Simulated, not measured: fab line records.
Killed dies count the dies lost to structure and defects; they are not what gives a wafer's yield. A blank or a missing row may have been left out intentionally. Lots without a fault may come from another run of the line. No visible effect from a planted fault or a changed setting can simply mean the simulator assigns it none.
2 desks looking at one fault | flow nand_harc | every desk sees just its own numbers, and what lay behind them comes last

FROM THE METROLOGY DESK
What the gauges read, lot by lot, whatever tool the lot ran on: means of the sampled wafers that have a number. If a lot's mean is further than 4 standard deviations from the usual mean, the lot is out of limits and carries the mark OUT (the distance appears in the brackets).
Columns: A = cd_nm at NHARC_P_ZERO_WELL_CD_MEAS_11, usual 500.3 nm; B = trench_depth_nm at NHARC_P_STI_OCD_MEAS_17, usual 299 nm; C = trench_foot_cd_nm at NHARC_P_STI_OCD_MEAS_17, usual 158.1 nm
lot  | first seen here | A     | B   | C
L365 | day 1 07:15     | 500.6 | 297 | 157.6
L370 | day 3 09:14     | 499.6 | 298 | 157.0
L372 | day 4 05:15     | 501.4 | 302 | 157.4
L376 | day 5 21:14     | 501.6 | 298 | 160.0
L378 | day 6 17:07     | 503.7 | 303 | 159.4
L380 | day 7 13:15     | 502.8 | 301 | 157.5
L382 | day 8 09:14     | 501.7 | 300 | 159.3
L383 | day 8 19:15     | 498.9 | 303 | 158.3
L384 | day 9 05:15     | 500.6 | 298 | 157.3
L385 | day 9 15:14     | 500.6 | 297 | 161.1
L386 | day 10 01:07    | 500.9 | 299 | 159.3
L387 | day 10 11:07    | 497.8 | 296 | 158.8
This desk's finding: nothing out of limits on any of the 12 lots.

THE TOOL OWNER'S DESK: litho_track-07
The tool's own readings at NHARC_P_ZERO_WELL_PEB_35 (peb time 85 s): means of the sampled wafers that have a number, for each lot that ran on this tool. If a lot's mean is further than 4 standard deviations from the usual mean, the lot is out of limits and carries the mark OUT (the distance appears in the brackets).
Columns: A = heater_power_total_W at NHARC_P_ZERO_WELL_PEB_35, usual 163.98 W; B = plate_temp_C at NHARC_P_ZERO_WELL_PEB_35, usual 117.98 C
lot  | first seen here | A                | B
L370 | day 3 12:09     | 160.14 (-13) OUT | 115.96 (-14) OUT
L372 | day 4 08:19     | 160.17 (-13) OUT | 115.80 (-16) OUT
L378 | day 6 20:01     | 163.78           | 118.13
L383 | day 8 22:56     | 164.12           | 118.15
L384 | day 9 07:53     | 163.85           | 118.06
L385 | day 9 18:08     | 164.10           | 118.09
L386 | day 10 03:46    | 163.95           | 118.05
This desk finds L370, L372 out of limits, L370 being first, at day 3 12:09 (heater_power_total_W at NHARC_P_ZERO_WELL_PEB_35). L378, L383, L384, L385, L386 stayed within limits.

PUT TOGETHER
An alarm could have come from the tool owner's desk at day 3 12:09, on L370, L372.
At the metrology desk, nothing out of limits was observed.
The metrology desk holds a record of L370, L372, inside its limits.
Of the lots named, all ran NHARC_P_ZERO_WELL_PEB_35 on litho_track-07.

WHAT WAS PUT IN BY THE SIMULATOR
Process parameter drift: litho_track-07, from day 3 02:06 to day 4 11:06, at NHARC_P_ZERO_WELL_PEB_35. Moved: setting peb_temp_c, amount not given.
Lots struck among those shown: L370, L372.
Time in hours from fault onset to the first out-of-limits reading at each desk: the tool owner's desk, 10.
